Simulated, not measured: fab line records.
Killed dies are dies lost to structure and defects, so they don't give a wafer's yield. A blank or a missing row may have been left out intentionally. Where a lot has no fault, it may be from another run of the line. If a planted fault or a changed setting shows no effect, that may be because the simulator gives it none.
Problem report in the 8D (eight disciplines) form, filled by code | flow nand_harc | the parts of the form that need people (team, actions taken, sign-off) are left out

1. THE PROBLEM
NHARC_END_SORT_01, killed_at_other: mean 624 over 1 wafer from 1 lot; wafers with no fault: 1, standard deviation 1.2. That is +99 or more standard deviations from the usual mean.
The first sign was on wafer L914.6 at day 33 00:21, on prober-01. The record holds 2 wafers of 1 lot with a number at this step. The rule behind "out" and "out of limits": a value lying over 4 standard deviations away from the usual mean. The rest of the wafers with a number are treated as sound.

2. WHAT IT IS, WHAT IT ISN'T
question                    | is                                                                                                                  | is not
which readings at this step | killed_at_other, defect_limited_yield, killed_dies, sort_bin_2_pct, sort_n_pass, sort_rim_yield_pct, sort_yield_pct | killed_at_array, killed_at_periphery, killed_open, killed_short, sort_bin_3_pct, sort_bin_4_pct
which lots                  | L914                                                                                                                | -
which wafers of those lots  | L914.6                                                                                                              | L914.5
read on which gauges        | prober-01                                                                                                           | -
when                        | from day 33 00:21                                                                                                   | up to then (1 sound wafer)

3. WHAT RULES OUT EACH SUSPECT
Counting: if a tool at a process step up to the reading ran every lot that is out, it stays a suspect. Sound lots after the first of them don't rule it out here, since some wafers of a struck lot are sound.
- the gauge at NHARC_END_SORT_01: kept. All the wafers that are out were read on prober-01, and no step on other tools shows them out.
- rtp_anneal-01 at NHARC_A_M0_ANNEAL_30 (time 90 s): kept. It ran the lot that is out, L914 (day 30 20:08).
- cmp-01 at NHARC_A_M0_CMP_23 (polishes, t overpolish 20 s, target thk 113.75 nm): kept. It ran the lot that is out, L914 (day 30 20:23).
- pvd_sputter-01 at NHARC_A_M1_PVD_20 (deposits TaN, target thk 5 nm, time 8.06 s): kept. It ran the lot that is out, L914 (day 32 05:38). Because NHARC_A_M1_PVD_20 lacks a start for some lots, the hours and order of its lots are taken from NHARC_THIN_TSV_PVD_51.
- pvd_sputter-02 at NHARC_THIN_TSV_PVD_51 (deposits Cu, target thk 100 nm): kept. It ran the lot that is out, L914 (day 32 05:38).
- The sound lot-mates ran in chamber 3 of cmp-01 at NHARC_A_M0_CMP_23, but the wafers that are out ran in chamber 0.
Left after counting: rtp_anneal-01 at NHARC_A_M0_ANNEAL_30, cmp-01 at NHARC_A_M0_CMP_23, pvd_sputter-01 at NHARC_A_M1_PVD_20, pvd_sputter-02 at NHARC_THIN_TSV_PVD_51, prober-01 at NHARC_END_SORT_01.

4. THE CAUSE (what the simulator had put in)
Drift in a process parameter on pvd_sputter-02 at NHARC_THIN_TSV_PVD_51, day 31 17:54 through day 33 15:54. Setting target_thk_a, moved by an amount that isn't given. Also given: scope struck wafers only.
Counting leaves 5 suspects; this tool is one of them.

5. THE EFFECT CHAIN, in route order
Each row: a reading where the mean over the struck wafers with a number is more than 3 standard deviations away from the usual. Scope: only readings with a usual standard deviation given in the record; hours: median across lots of the time from each lot's start at the first step in this table that gives one to its start at this step; sigmas: change in usual standard deviations.
hours | step              | reading              | usual  | on struck wafers | change | sigmas
0     | NHARC_END_SORT_01 | defect_limited_yield | 91.5 % | 0.0              | -91.5  | -32
0     | NHARC_END_SORT_01 | killed_at_other      | 1      | 624              | +623   | +99 or more
0     | NHARC_END_SORT_01 | killed_dies          | 58     | 677              | +619   | +31
0     | NHARC_END_SORT_01 | sort_bin_2_pct       | 3.1 %  | 94.5             | +91.4  | +70
0     | NHARC_END_SORT_01 | sort_n_pass          | 619    | 0                | -619   | -31
0     | NHARC_END_SORT_01 | sort_rim_yield_pct   | 92 %   | 0                | -92    | -23
0     | NHARC_END_SORT_01 | sort_yield_pct       | 91.5 % | 0.0              | -91.5  | -32

6. WHAT WOULD HAVE CAUGHT IT SOONER
The first out-of-limits reading at a measuring or inspecting step in this record came at day 33 00:21, 30 hours after the fault's start at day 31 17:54.
An alarm limit of 4 standard deviations would not have fired on the tool readings at NHARC_THIN_TSV_PVD_51 for which the record gives a usual standard deviation, since none of them was out on any struck wafer.
All the lots that are out (1) had begun NHARC_THIN_TSV_PVD_51 on pvd_sputter-02 by day 33 00:21. None of them would have been spared by holding the tool at that moment.
